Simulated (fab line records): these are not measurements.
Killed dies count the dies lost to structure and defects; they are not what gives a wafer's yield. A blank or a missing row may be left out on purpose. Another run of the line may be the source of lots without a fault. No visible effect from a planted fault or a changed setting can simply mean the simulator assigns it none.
Matching of chambers -- flow n5Finfet -- 4 sister chambers for N5_BEOL_M12_VIA_ETCH_16 on rieDiel-04
The step etches SiOC in C4F8/O2/Ar, target depth 724.8 nm. 20 wafers are shown with their chamber, then 10 later ones without.

WAFERS WITH THEIR CHAMBER
wafer,chamber,drypumpMotorCurrentA (A),showerheadPlenumPTorr (Torr),throttleValvePct (%)
L075.2,0,5.3,3.39,24.25
L075.5,0,5.3,3.39,24.25
L075.6,1,5.5,3.45,24.50
L080.2,2,5.9,3.43,23.97
L080.5,3,5.6,3.50,24.39
L080.6,2,6.0,3.43,23.99
L081.1,2,6.0,3.43,23.96
L081.3,1,5.5,3.44,24.53
L081.4,0,5.3,3.39,24.25
L082.2,0,5.3,3.38,24.27
L082.4,2,6.0,3.42,23.99
L082.5,0,5.3,3.38,24.28
L086.1,2,6.0,3.42,23.99
L086.3,3,5.6,3.49,24.40
L086.5,1,5.5,3.43,24.52
L088.1,0,5.3,3.38,23.88
L088.2,1,5.5,3.43,24.54
L088.5,3,5.6,3.49,24.41
L087.1,1,5.5,3.43,24.55
L087.5,3,5.6,3.49,24.42

SIGNATURES (averages over the wafers above)
reading,chamber 0,chamber 1,chamber 2,chamber 3,scatter within a chamber
drypumpMotorCurrentA,5.300,5.500,5.980,5.600,0.0224
showerheadPlenumPTorr,3.3850,3.4360,3.4260,3.4925,0.00645
throttleValvePct,24.1967,24.5280,23.9800,24.4050,0.088
Rule: a wafer's distance from a chamber is the root of the sum, over the readings, of the square of ((its reading less the chamber's mean) divided by the reading's scatter). The wafer belongs to the nearest chamber; if the next one is less than 2 further off, it can't be placed. The scatter: take each reading less its chamber's mean, square it, sum over the shown wafers, divide by the number of wafers less the number of chambers, and take the root.

WAFERS WHOSE CHAMBER IS MISSING
wafer,drypumpMotorCurrentA (A),showerheadPlenumPTorr (Torr),throttleValvePct (%)
L087.6,6.0,3.41,23.99
L094.2,5.3,3.37,23.92
L094.3,6.0,3.41,24.01
L094.5,5.5,3.43,24.55
L097.3,6.0,3.41,24.02
L097.5,6.0,3.41,24.02
L097.6,5.6,3.48,24.43
L096.2,6.0,3.41,24.00
L096.4,5.3,3.37,23.91
L096.5,5.3,3.37,23.92

CHAMBER TAKEN BY EACH
wafer,from the rows above,in truth
L087.6,2,2
L094.2,0,0
L094.3,2,2
L094.5,1,1
L097.3,2,2
L097.5,2,2
L097.6,3,3
L096.2,2,2
L096.4,0,0
L096.5,0,0
Correct placement for 10 of the 10. Number that these rows cannot place: 0. Wrongly placed: 0.
